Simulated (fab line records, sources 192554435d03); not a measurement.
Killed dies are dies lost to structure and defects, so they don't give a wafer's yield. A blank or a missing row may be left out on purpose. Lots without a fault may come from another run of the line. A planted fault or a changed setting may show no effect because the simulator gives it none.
fab line records | flow n5_finfet
record lots=7 wafers=21
route steps=1938 shown SDB@373 MOL_CONTACT_COAG@535 BEOL_M1@770 BEOL_M2@841 BEOL_M3@950 BEOL_M4@1064 BEOL_M5@1132
start_h: hours from the record's first day to the start of the lot's first wafer shown | wait_h: hours since the lot's step before | " the same as in the row above | L1.1+2: a row that stands for several wafers | - no value, or no start given | * or withheld: withheld | < > ~ a bound
route shown NAME@n: a module of which the file shows steps, and the number in the route of the first | usual: mean/standard deviation of fault-free wafers | same: alike in all rows | chamber/n: place in a boat | sites: the reading at each site | _std_site: their standard deviation | _edge_site: outer sites' mean less inner sites' | radius_mm: how far each site lies from the wafer's centre | mask NAME#n: copy n | behind: the tool/chamber that last shaped the wafer | hold: why the lot was held/for how many hours/how that ended | device: the transistor (n, p or np) that didn't switch | end of line: the same wafers' tests at the end of the route | a step without rows: its recipe alone | killed: dies lost to structure and defects at the first sort, not the wafer's yield | map: a wafer's dies, x killed, . not, _ none there
set.NAME: the setting as run; set.NAME@STEP: as run at that earlier step | model.NAME: the simulator's own value behind a step, which no gauge read
lots whose settings were changed on purpose; a table a step, a row a wafer
## steps
# step N5_SDB_ALD_29
# recipe material=SiNx target_thk_a=300 temp_c=400 ald_precursor_family=SiH2I2 ald_co_reactant=N2/H2-plasma pulse_time_s=1 ald_cycles=600 purge_time_s=2 co_reactant_purge_time_s=2 pressure_torr=2
# columns lot.wafer tool chamber start_h wait_h set.ald_cycles model.SiNx_of_SDB_ALD_29.thk_nm
L077.2 ald_sin-01 3 86.29 0.0 551 27.2
L077.4 " 1 " " 600 30
L077.5 " 2 87.65 1.4 600 29.6
L078.1 ald_sin-04 1 92.37 0.0 600 30.2
L078.2 " 0 " " 600 30
L078.3 " 2 " " 600 29.8
L079.2 ald_sin-01 3 96.81 0.0 648 32.2
L079.3 " 2 " " 600 29.8
L079.6 " 1 98.16 1.4 648 32.4
L081.3+6 ald_sin-04 2 117.43 0.0 600 30
L081.5 " 1 118.78 1.4 546 27.6
L093.1 ald_sin-04 1 179.84 0.6 600 30.2
L093.3 " 2 " " 661 33
L093.5 " 1 181.19 1.9 661 33.2
L095.1 ald_sin-04 1 192.84 0.1 600 30.2
L095.2 " 0 " " 600 29.8
L095.5 " 0 194.20 1.4 600 30
L096.1 ald_sin-04 0 200.44 0.0 644 32.2
L096.2 " 3 " " 644 32
L096.5 " 3 201.80 1.4 600 30
# step N5_MOL_CONTACT_COAG_CONTACT_ETCH_14
# recipe chemistry=C4F6/O2 target=SiO2 target_depth_a=275 overetch_a=85 mask_material=SOC pressure_mtorr=30 source_w=370 bias_w=185 Ar_flow_sccm=300 C4F6_flow_sccm=16 O2_flow_sccm=10 time_s=20 ion_energy_ev=259.6
# usual rf_vpp_V=692/3.1
# columns lot.wafer tool chamber start_h wait_h set.source_w rf_vpp_V
L077.2 rie_diel-01 3 107.32 0.0 370 690
L077.4 " 2 " " 370 688
L077.5 " 2 " " 370 689
L078.1 rie_diel-04 3 113.16 0.0 370 692
L078.2 " 2 " " 315.5 724
L078.3 " 1 " " 370 688
L079.2 rie_diel-03 3 117.38 0.0 370 694
L079.3 " 1 " " 370 697
L079.6 " 3 " " 409.1 669
L081.3 rie_diel-04 2 139.45 0.0 324.9 718
L081.5 " 3 " " 370 693
L081.6 " 0 " " 324.9 722
L093.1 rie_diel-04 2 201.79 0.0 370 691
L093.3 " 3 " " 370 692
L093.5 " 2 " " 370 691
L095.1 rie_diel-04 3 213.68 0.0 370 691
L095.2 " 2 " " 370 692
L095.5 " 0 " " 370 692
L096.1 rie_diel-04 3 221.71 0.0 344.4 707
L096.2 " 0 " " 344.4 708
L096.5 " 3 " " 370 692
# step N5_MOL_CONTACT_COAG_COAT_64
# recipe resist=underlayer temp_c=205 time_s=60 spin_rpm=1500 resist_thk_nm=10
# columns lot.wafer tool chamber start_h wait_h set.spin_rpm model.underlayer_of_MOL_CONTACT_COAG_COAT_64.thk_nm
L077.2+4 litho_track-05 0 - - 1396 10.4
L077.5 " 0 " " 1500 10
L078.1+3 litho_track-04 0 - - 1646 9.6
L078.2 " 0 " " 1500 10
L079.2+6 litho_track-04 0 - - 1500 10
L079.3 " 0 " " 1578 9.8
L081.3+5+6 litho_track-01 0 - - 1500 10
L093.1+3 litho_track-01 0 - - 1343 10.6
L093.5 " 0 " " 1500 10
L095.1+2+5 litho_track-04 0 - - 1500 10
L096.1 litho_track-01 0 - - 1419 10.4
L096.2+5 " 0 " " 1500 10
# step N5_MOL_CONTACT_COAG_COAT_34
# recipe resist=CAR-EUV spin_rpm=1500 resist_thk_nm=40
# step N5_MOL_CONTACT_COAG_EBR_36
# recipe solvent=PGMEA ebr_width_mm=1.5
# step N5_MOL_CONTACT_COAG_DESCUM_45
# recipe chemistry=O2 time_s=7 source_power_w=50 bias_power_w=20 pressure_mtorr=20 rf_frequency_hz=2.712e+07 temp_c=40 resist=CAR-EUV o2_flow_sccm=225
# step N5_MOL_CONTACT_COAG_ETCH_65
# recipe chemistry=N2/H2 target=underlayer target_depth_a=130 mask_material=CAR-EUV time_s=10.4 ion_energy_ev=200 pressure_mtorr=30 source_w=840 bias_w=150 n2_flow_sccm=200 h2_flow_sccm=200 ends=cleared
# columns lot.wafer tool chamber start_h wait_h set.spin_rpm@MOL_CONTACT_COAG_COAT_64 model.etch.depth_nm model.CAR-EUV_of_MOL_CONTACT_COAG_COAT_34.thk_nm
L077.2 rie_diel-04 1 116.98 0.0 1396 10.38 24
L077.4 " 3 " " 1396 10.39 24.2
L077.5 " 0 " " 1500 10.05 24.4
L078.1 rie_diel-01 3 124.08 0.0 1646 9.597 25.2
L078.2 " 2 " " 1500 10.01 24.8
L078.3 " 0 " " 1646 9.551 25.4
L079.2 rie_diel-03 3 135.15 0.0 1500 9.976 24.4
L079.3 " 1 " " 1578 9.723 25
L079.6 " 3 " " 1500 9.973 24.4
L081.3+6 rie_diel-01 0,2 153.43 0.0 1500 10.02 24.8
L081.5 " 3 " " 1500 10.03 24.8
L093.1 rie_diel-04 3 213.13 0.0 1343 10.66 23.8
L093.3 " 0 " " 1343 10.61 23.8
L093.5 " 0 " " 1500 10.04 24.4
L095.1+2 rie_diel-04 2,3 224.79 0.0 1500 10.02 24.4
L095.5 " 1 " " 1500 10.03 24.6
L096.1 rie_diel-04 3 232.97 0.0 1419 10.34 24.2
L096.2+5 " 2,0 " " 1500 10.03 24.6
# step N5_MOL_CONTACT_COAG_ETCH_66
# recipe chemistry=CF4 target=SiARC target_depth_a=130 mask_material=CAR-EUV time_s=21.7 ion_energy_ev=80 pressure_mtorr=40 source_w=545 bias_w=36 Ar_flow_sccm=100 cf4_flow_sccm=100 ends=cleared
# columns lot.wafer tool chamber start_h wait_h set.spin_rpm@MOL_CONTACT_COAG_COAT_64 model.CAR-EUV_of_MOL_CONTACT_COAG_COAT_34.thk_nm
L077.2+4 rie_diel-04 1,3 117.00 0.0 1396 16.4
L077.5 " 0 " " 1500 16.8
L078.1+3 rie_diel-01 3,0 124.10 0.0 1646 17.6
L078.2 " 2 " " 1500 17
L079.2+6 rie_diel-03 3 135.16 0.0 1500 16.8
L079.3 " 1 " " 1578 17.2
L081.3+6 rie_diel-01 0,2 153.45 0.0 1500 17.2
L081.5 " 3 " " 1500 17
L093.1 rie_diel-04 3 213.15 0.0 1343 16
L093.3 " 0 " " 1343 16.2
L093.5 " 0 " " 1500 16.8
L095.1+2+5 rie_diel-04 2,3,1 224.81 0.0 1500 16.8
L096.1 rie_diel-04 3 232.99 0.0 1419 16.6
L096.2 " 2 " " 1500 16.8
L096.5 " 0 " " 1500 17
# step N5_BEOL_M1_ETCH_64
# recipe chemistry=N2/H2 target=SOC target_depth_a=750 overetch_a=150 mask_material=SiARC temp_c=40 time_s=112.5 ion_energy_ev=200 pressure_mtorr=30 source_w=840 bias_w=150 n2_flow_sccm=200 h2_flow_sccm=200
# usual rf_vpp_V=523.3/2.3
# columns lot.wafer tool chamber start_h wait_h set.bias_w rf_vpp_V
L077.2 rie_diel-06 1 143.20 0.0 150 520.6
L077.4 " 2 " " 141.2 501.2
L077.5 " 0 " " 141.2 505.3
L078.1 rie_diel-02 2 148.12 0.0 150 522.1
L078.2 " 1 " " 158.8 545.1
L078.3 " 0 " " 158.8 542.3
L079.2 rie_diel-05 0 157.02 0.0 150 525.0
L079.3 " 3 " " 150 523.3
L079.6 " 1 " " 150 521.3
L081.3 rie_diel-06 0 173.11 0.0 150 524.1
L081.5 " 2 " " 158.5 539.0
L081.6 " 3 " " 158.5 544.3
L093.1 rie_diel-06 3 240.01 0.0 167.3 564.1
L093.3 " 0 " " 150 525.8
L093.5 " 1 " " 167.3 558.4
L095.1 rie_diel-02 1 255.54 0.0 150 525.8
L095.2 " 0 " " 150 522.8
L095.5 " 3 " " 150 520.9
L096.1 rie_diel-06 3 255.71 0.0 140 503.4
L096.2 " 1 " " 150 522.0
L096.5 " 3 " " 140 504.0
# step N5_BEOL_M2_ILD_DEP_00
# recipe material=SiOC target_thk_a=790 temp_c=350 precursor=DEMS/O2 pressure_torr=5 rf_w=500 time_s=15.3
# columns lot.wafer tool chamber start_h wait_h set.time_s model.SiOC_of_BEOL_M2_ILD_DEP_00.thk_nm
L078.1+2 pecvd-02 1,2 156.80 0.0 15.3 77.6
L078.3 " 0 " " 15.3 78.6
L077.2 pecvd-02 2 157.01 0.0 15.3 78.8
L077.4+5 " 1,2 " " 15.3 79.6
L079.2+3 pecvd-03 1,2 163.48 0.0 16.36 84
L079.6 " 0 " " 16.36 86.4
L081.3 pecvd-02 1 187.46 0.0 13.15 67
L081.5 " 0 " " 15.3 78.8
L081.6 " 1 " " 15.3 78.2
L093.1 pecvd-02 0 262.25 0.0 15.3 79.8
L093.3 " 1 " " 15.3 77.4
L093.5 " 1 " " 13.14 68
L095.1 pecvd-01 1 264.40 0.0 15.3 79.4
L095.2 " 0 " " 15.3 78
L095.5 " 1 " " 15.3 81
L096.1 pecvd-01 2 268.89 0.0 16.33 83.6
L096.2 " 0 " " 16.33 82.2
L096.5 " 1 " " 15.3 79.8
# step N5_BEOL_M2_THK_MEAS_01
# recipe reads=SiOC_of_BEOL_M2_ILD_DEP_00
# usual M2_ILD_THK=78.8/1.1
# columns lot.wafer tool chamber start_h wait_h set.time_s@BEOL_M2_ILD_DEP_00 M2_ILD_THK[nm]
L078.1 film_metro-02 - 156.87 0.0 15.3 77.6
L078.2 " - " " 15.3 77.6
L078.3 " - " " 15.3 78.5
L077.2 film_metro-01 - 157.08 0.1 15.3 78.7
L077.4 " - " " 15.3 79.6
L077.5 " - " " 15.3 79.7
L079.2 film_metro-02 - 163.55 0.1 16.36 84.0
L079.3 " - " " 16.36 84.0
L079.6 " - " " 16.36 86.3
L081.3 film_metro-01 - 187.52 0.1 13.15 67.1
L081.5 " - " " 15.3 78.8
L081.6 " - " " 15.3 78.2
L093.1 film_metro-01 - 262.32 0.0 15.3 79.8
L093.3 " - " " 15.3 77.4
L093.5 " - " " 13.14 68.1
L095.1 film_metro-01 - 264.47 0.0 15.3 79.4
L095.2 " - " " 15.3 77.9
L095.5 " - " " 15.3 80.9
L096.1 film_metro-01 - 268.95 0.0 16.33 83.5
L096.2 " - " " 16.33 82.2
L096.5 " - " " 15.3 79.9
# step N5_BEOL_M3_ETCH_64
# recipe chemistry=N2/H2 target=SOC target_depth_a=750 overetch_a=150 mask_material=SiARC temp_c=40 time_s=112.5 ion_energy_ev=200 pressure_mtorr=30 source_w=840 bias_w=150 n2_flow_sccm=200 h2_flow_sccm=200
# columns lot.wafer tool chamber start_h wait_h set.time_s model.SiARC_of_BEOL_M3_COAT_62.thk_nm
L077.2 rie_diel-02 3 168.18 0.0 120.1 6.6
L077.4 " 0 " " 112.5 6.8
L077.5 " 3 " " 120.1 6.8
L078.1 rie_diel-02 0 170.23 0.0 131.4 5.6
L078.2 " 2 " " 112.5 6.6
L078.3 " 3 " " 131.4 6
L079.2 rie_diel-06 1 174.27 0.0 112.5 6.8
L079.3+6 " 0 " " 133.8 5.6
L081.3 rie_diel-02 1 202.00 0.0 112.5 7.2
L081.5 " 1 " " 89.57 8.2
L081.6 " 0 " " 89.57 7.8
L093.1 rie_diel-02 3 292.11 0.0 112.5 7
L093.3 " 2 " " 135 5.8
L093.5 " 1 " " 112.5 7.2
L095.1 rie_diel-02 3 298.11 0.0 112.5 7
L095.2 " 1 " " 112.5 7.2
L095.5 " 0 " " 112.5 6.6
L096.1+5 rie_diel-05 0 310.93 0.0 112.5 6.6
L096.2 " 2 " " 104.3 7.2
# step N5_BEOL_M3_STRIP_65
# recipe chemistry=N2/H2 temp_c=40 n2_flow_sccm=200 h2_flow_sccm=200 rf_frequency_hz=6e+07
# step N5_BEOL_M3_STRIP_75
# recipe chemistry=N2/H2 temp_c=40 n2_flow_sccm=200 h2_flow_sccm=200 rf_frequency_hz=6e+07
# step N5_BEOL_M3_STRIP_66
# recipe chemistry=CF4 resist=SiARC power_w=300 bias_power_w=75 pressure_mtorr=50 cf4_flow_sccm=150 rf_frequency_hz=6e+07
# step N5_BEOL_M3_HM_OPEN_17
# recipe chemistry=Cl2/BCl3 target_depth_a=200 overetch_a=60 target=TiN mask_material=SOC ion_energy_ev=150 pressure_mtorr=10 icp_w=1000 bias_w=126 Cl2_flow_sccm=53.25 bcl3_flow_sccm=21.75 Ar_flow_sccm=25
# columns lot.wafer tool chamber start_h wait_h set.time_s@BEOL_M3_ETCH_64 model.etch.depth_nm
L077.2 rie_metal-01 1 168.35 0.0 120.1 19.63
L077.4 " 0 " " 112.5 20.14
L077.5 " 0 " " 120.1 19.6
L078.1 rie_metal-02 1 170.40 0.0 131.4 18.52
L078.2 " 1 " " 112.5 20.41
L078.3 " 1 " " 131.4 18.23
L079.2 rie_metal-03 0 174.48 0.1 112.5 19.82
L079.3 " 0 " " 133.8 17.67
L079.6 " 0 " " 133.8 17.7
L081.3 rie_metal-03 0 202.20 0.1 112.5 20.32
L081.5 " 0 " " 89.57 20.69
L081.6 " 1 " " 89.57 20.66
L093.1 rie_metal-02 0 292.27 0.0 112.5 19.88
L093.3 " 0 " " 135 17.84
L093.5 " 1 " " 112.5 19.81
L095.1 rie_metal-03 1 298.27 0.0 112.5 19.77
L095.2 " 0 " " 112.5 19.87
L095.5 " 1 " " 112.5 19.83
L096.1 rie_metal-02 0 311.09 0.0 112.5 19.52
L096.2 " 1 " " 104.3 19.68
L096.5 " 1 " " 112.5 19.96
# step N5_BEOL_M3_COAT_76
# recipe resist=underlayer temp_c=205 time_s=60 spin_rpm=1500 resist_thk_nm=5
# columns lot.wafer tool chamber start_h wait_h set.spin_rpm model.underlayer_of_BEOL_M3_COAT_76.thk_nm
L077.2 litho_track-04 0 - - 1500 5
L077.4+5 " 0 " " 1337 5.4
L078.1+3 litho_track-04 0 - - 1500 5
L078.2 " 0 " " 1624 4.8
L079.2+3+6 litho_track-04 0 - - 1500 5
L081.3+5+6 litho_track-05 0 - - 1500 5
L093.1+3 litho_track-05 0 - - 1500 5
L093.5 " 0 " " 1401 5.2
L095.1+2+5 litho_track-04 0 - - 1500 5
L096.1+5 litho_track-01 0 - - 1372 5.2
L096.2 " 0 " " 1500 5
# step N5_BEOL_M3_COAT_22
# recipe resist=CAR-EUV spin_rpm=1500 resist_thk_nm=30
# step N5_BEOL_M3_EBR_24
# recipe solvent=PGMEA ebr_width_mm=1.5
# step N5_BEOL_M3_DESCUM_33
# recipe chemistry=O2 time_s=7 source_power_w=50 bias_power_w=20 pressure_mtorr=20 rf_frequency_hz=2.712e+07 temp_c=40 resist=CAR-EUV o2_flow_sccm=225
# step N5_BEOL_M3_ETCH_77
# recipe chemistry=N2/H2 target=underlayer target_depth_a=65 mask_material=CAR-EUV time_s=5.2 ion_energy_ev=200 pressure_mtorr=30 source_w=840 bias_w=150 n2_flow_sccm=200 h2_flow_sccm=200 ends=cleared
# columns lot.wafer tool chamber start_h wait_h set.spin_rpm@BEOL_M3_COAT_76 model.etch.depth_nm
L077.2 rie_diel-02 1 169.01 0.0 1500 5.023
L077.4 " 3 " " 1337 5.317
L077.5 " 2 " " 1337 5.305
L078.1 rie_diel-02 1 171.15 0.0 1500 5.027
L078.2 " 2 " " 1624 4.82
L078.3 " 0 " " 1500 5.032
L079.2 rie_diel-06 2 175.35 0.0 1500 5.014
L079.3 " 1 " " 1500 5.021
L079.6 " 3 " " 1500 4.997
L081.3 rie_diel-02 0 202.97 0.0 1500 5.021
L081.5 " 3 " " 1500 5.016
L081.6 " 2 " " 1500 5.017
L093.1 rie_diel-02 2 293.09 0.0 1500 4.993
L093.3 " 3 " " 1500 4.983
L093.5 " 2 " " 1401 5.168
L095.1 rie_diel-02 3 299.09 0.0 1500 5.007
L095.2 " 0 " " 1500 4.991
L095.5 " 1 " " 1500 4.994
L096.1 rie_diel-06 1 311.88 0.0 1372 5.208
L096.2 " 0 " " 1500 4.991
L096.5 " 1 " " 1372 5.218
# step N5_BEOL_M4_ETCH_70
# recipe chemistry=N2/H2 target=SOC target_depth_a=800 overetch_a=240 mask_material=SiARC temp_c=40 time_s=130 ion_energy_ev=200 pressure_mtorr=30 source_w=840 bias_w=150 n2_flow_sccm=200 h2_flow_sccm=200
# usual rf_vpp_V=523.9/2.6
# columns lot.wafer tool chamber start_h wait_h set.bias_w rf_vpp_V model.SiARC_of_BEOL_M4_COAT_68.thk_nm
L077.2 rie_diel-04 0 190.77 0.0 150 523.4 6.2
L077.4 " 1 " " 134.1 485.4 6.6
L077.5 " 0 " " 134.1 488.0 7
L078.1 rie_diel-01 0 191.13 0.0 150 524.4 6.2
L078.2 " 1 " " 173.8 571.4 4.6
L078.3 " 2 " " 173.8 570.9 4.8
L079.2 rie_diel-04 3 196.82 0.0 150 524.3 5.8
L079.3 " 0 " " 150 524.4 6
L079.6 " 0 " " 150 522.7 6.2
L081.3 rie_diel-03 0 226.94 0.0 150 526.4 6
L081.5 " 3 " " 150 525.5 6
L081.6 " 2 " " 150 527.6 5.8
L093.1 rie_diel-04 0 328.34 0.0 150 521.9 6.2
L093.3 " 3 " " 140.6 502.1 6.4
L093.5 " 2 " " 140.6 501.4 6.2
L096.1 rie_diel-01 3 331.45 0.0 150 521.3 5.8
L096.2 " 1 " " 150 528.7 5.6
L096.5 " 0 " " 150 525.0 5.8
L095.1 rie_diel-03 1 333.08 0.0 150 525.5 5.6
L095.2 " 3 " " 150 525.3 6
L095.5 " 2 " " 150 527.5 5.8
# step N5_BEOL_M5_ETCH_62
# recipe chemistry=N2/H2 target=SOC target_depth_a=750 overetch_a=150 mask_material=SiARC temp_c=40 time_s=112.5 ion_energy_ev=200 pressure_mtorr=30 source_w=840 bias_w=150 n2_flow_sccm=200 h2_flow_sccm=200
# usual rf_vpp_V=523.2/2.3
# columns lot.wafer tool chamber start_h wait_h set.source_w rf_vpp_V
L077.2 rie_diel-02 3 198.60 0.0 767.7 537.9
L077.4 " 0 " " 767.7 540.9
L077.5 " 2 " " 767.7 540.1
L078.1 rie_diel-05 2 201.77 0.0 981.9 495.8
L078.2 " 3 " " 981.9 496.8
L078.3 " 1 " " 840 519.4
L079.2 rie_diel-06 0 207.13 0.0 840 524.3
L079.3 " 3 " " 840 526.5
L079.6 " 3 " " 840 526.0
L081.3 rie_diel-06 2 235.91 0.0 840 518.5
L081.5 " 1 " " 840 520.8
L081.6 " 0 " " 737.6 547.8
L093.1 rie_diel-05 0 336.31 0.0 840 524.9
L093.3 " 2 " " 771.8 536.9
L093.5 " 3 " " 771.8 540.3
L096.1 rie_diel-05 1 340.50 0.0 796.7 528.9
L096.2 " 0 " " 796.7 534.0
L096.5 " 1 " " 840 520.0
L095.1 rie_diel-02 2 340.59 0.0 840 523.4
L095.2 " 1 " " 840 526.9
L095.5 " 3 " " 840 520.7
## key
split step=N5_SDB_ALD_29 setting=ald_cycles stated=600 by=wafer
response step=N5_SDB_ALD_29 reading=model.SiNx_of_SDB_ALD_29.thk_nm change=+0.292 per=1% r=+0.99
split step=N5_MOL_CONTACT_COAG_CONTACT_ETCH_14 setting=source_w stated=370 by=wafer
response step=N5_MOL_CONTACT_COAG_CONTACT_ETCH_14 reading=rf_vpp_V change=-2.33 per=1% r=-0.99
split step=N5_MOL_CONTACT_COAG_COAT_64 setting=spin_rpm stated=1500 by=wafer
response step=N5_MOL_CONTACT_COAG_COAT_64 reading=model.underlayer_of_MOL_CONTACT_COAG_COAT_64.thk_nm change=-0.0523 per=1% r=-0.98
response step=N5_MOL_CONTACT_COAG_ETCH_65 reading=model.etch.depth_nm change=-0.0514 per=1% r=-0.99
response step=N5_MOL_CONTACT_COAG_ETCH_65 reading=model.CAR-EUV_of_MOL_CONTACT_COAG_COAT_34.thk_nm change=+0.06 per=1% r=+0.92
response step=N5_MOL_CONTACT_COAG_ETCH_66 reading=model.CAR-EUV_of_MOL_CONTACT_COAG_COAT_34.thk_nm change=+0.0637 per=1% r=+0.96
split step=N5_BEOL_M1_ETCH_64 setting=bias_w stated=150 by=wafer
response step=N5_BEOL_M1_ETCH_64 reading=rf_vpp_V change=+3.09 per=1% r=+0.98
split step=N5_BEOL_M2_ILD_DEP_00 setting=time_s stated=15.3 by=wafer
response step=N5_BEOL_M2_ILD_DEP_00 reading=model.SiOC_of_BEOL_M2_ILD_DEP_00.thk_nm change=+0.751 per=1% r=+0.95
response step=N5_BEOL_M2_THK_MEAS_01 reading=M2_ILD_THK change=+0.744 per=1% r=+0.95
split step=N5_BEOL_M3_ETCH_64 setting=time_s stated=112.5 by=wafer
response step=N5_BEOL_M3_ETCH_64 reading=model.SiARC_of_BEOL_M3_COAT_62.thk_nm change=-0.0537 per=1% r=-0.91
response step=N5_BEOL_M3_HM_OPEN_17 reading=model.etch.depth_nm change=-0.0805 per=1% r=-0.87
split step=N5_BEOL_M3_COAT_76 setting=spin_rpm stated=1500 by=wafer
response step=N5_BEOL_M3_COAT_76 reading=model.underlayer_of_BEOL_M3_COAT_76.thk_nm change=-0.0298 per=1% r=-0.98
response step=N5_BEOL_M3_ETCH_77 reading=model.etch.depth_nm change=-0.0262 per=1% r=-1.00
split step=N5_BEOL_M4_ETCH_70 setting=bias_w stated=150 by=wafer
response step=N5_BEOL_M4_ETCH_70 reading=rf_vpp_V change=+3.12 per=1% r=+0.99
response step=N5_BEOL_M4_ETCH_70 reading=model.SiARC_of_BEOL_M4_COAT_68.thk_nm change=-0.0763 per=1% r=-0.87
split step=N5_BEOL_M5_ETCH_62 setting=source_w stated=840 by=wafer
response step=N5_BEOL_M5_ETCH_62 reading=rf_vpp_V change=-1.71 per=1% r=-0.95
